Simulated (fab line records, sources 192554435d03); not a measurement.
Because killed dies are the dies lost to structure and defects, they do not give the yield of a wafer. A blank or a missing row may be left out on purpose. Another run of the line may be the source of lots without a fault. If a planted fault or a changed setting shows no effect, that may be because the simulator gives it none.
What tool caused it?	flow n5Finfet	Sampling: 11 lots, 33 wafers, 2 of 1938 route steps

== WHAT THE GAUGES READ, wafer by wafer ==
N5_PASSIVATION_CD_MEAS_10 targets a cd of 3000 nm.
lot	measured	on	cdNm (nm)
L405	day 12 11:23	cdSem-01	3001.6 3001.4 3004.5
L406	day 12 13:01	cdSem-03	2999.4 2998.4 3002.5
L408	day 13 03:59	cdSem-02	2998.2 3000.0 2998.1
L409	day 13 04:17	cdSem-02	2998.9 3001.3 3001.7
L413	day 14 08:49	cdSem-02	3000.1 3002.2 2997.2
L416	day 15 13:44	cdSem-03	2999.1 2996.8 2995.4
L422	day 15 18:56	cdSem-01	2998.5 3001.4 2999.4
L421	day 15 23:41	cdSem-03	3001.3 2998.9 2996.9
L425	day 17 01:52	cdSem-02	3003.4 3000.2 2999.9
L423	day 17 06:04	cdSem-02	3001.2 3002.4 3001.1
L424	day 17 07:13	cdSem-03	3002.4 2998.5 2999.1

== WHAT TOOL EACH LOT RAN ON (gives the tool, then ch and the chambers of the sampled wafers, and finally the start) ==
lot	N5_BEOL_M13_ETCH_67
L405	rieDiel-04 ch 1,3, day 11 09:16
L406	rieDiel-04 ch 0,3, day 11 14:02
L408	rieDiel-04 ch 0,1,3, day 11 23:05
L409	rieDiel-05 ch 1,2,3, day 12 04:14
L413	rieDiel-05 ch 0,2, day 13 08:37
L416	rieDiel-05 ch 0,1,2, day 14 12:52
L422	rieDiel-01 ch 0,1, day 14 16:03
L421	rieDiel-01 ch 0,1, day 15 01:22
L425	rieDiel-04 ch 0,2,3, day 16 00:29
L423	rieDiel-01 ch 0,1,2, day 16 03:43
L424	rieDiel-01 ch 0,1,2, day 16 04:16
- N5_BEOL_M13_ETCH_67: etches SiARC in CF4, target depth 143 nm, time 238.3 s.

== THE ANSWER, worked out from the rows above alone ==
Rule: the usual values come from the lots themselves. Put in order of their means at a reading, lots are off if they are a third of the lots or fewer, leave a main group of 4 or more, and stand apart from it by a gap of 3 or more times the standard deviation of the main group's means; of several such gaps the widest counts. A main group is skipped when, at the precision printed for the reading in the tables above, its means are all equal. Also off: a lot with no number at a reading for which 4 or more lots have one. The other lots that the step has rows for count as sound.
No lot is off at any reading shown: from this, nothing can be told.

== WHAT THE SIMULATOR HAD INSERTED ==
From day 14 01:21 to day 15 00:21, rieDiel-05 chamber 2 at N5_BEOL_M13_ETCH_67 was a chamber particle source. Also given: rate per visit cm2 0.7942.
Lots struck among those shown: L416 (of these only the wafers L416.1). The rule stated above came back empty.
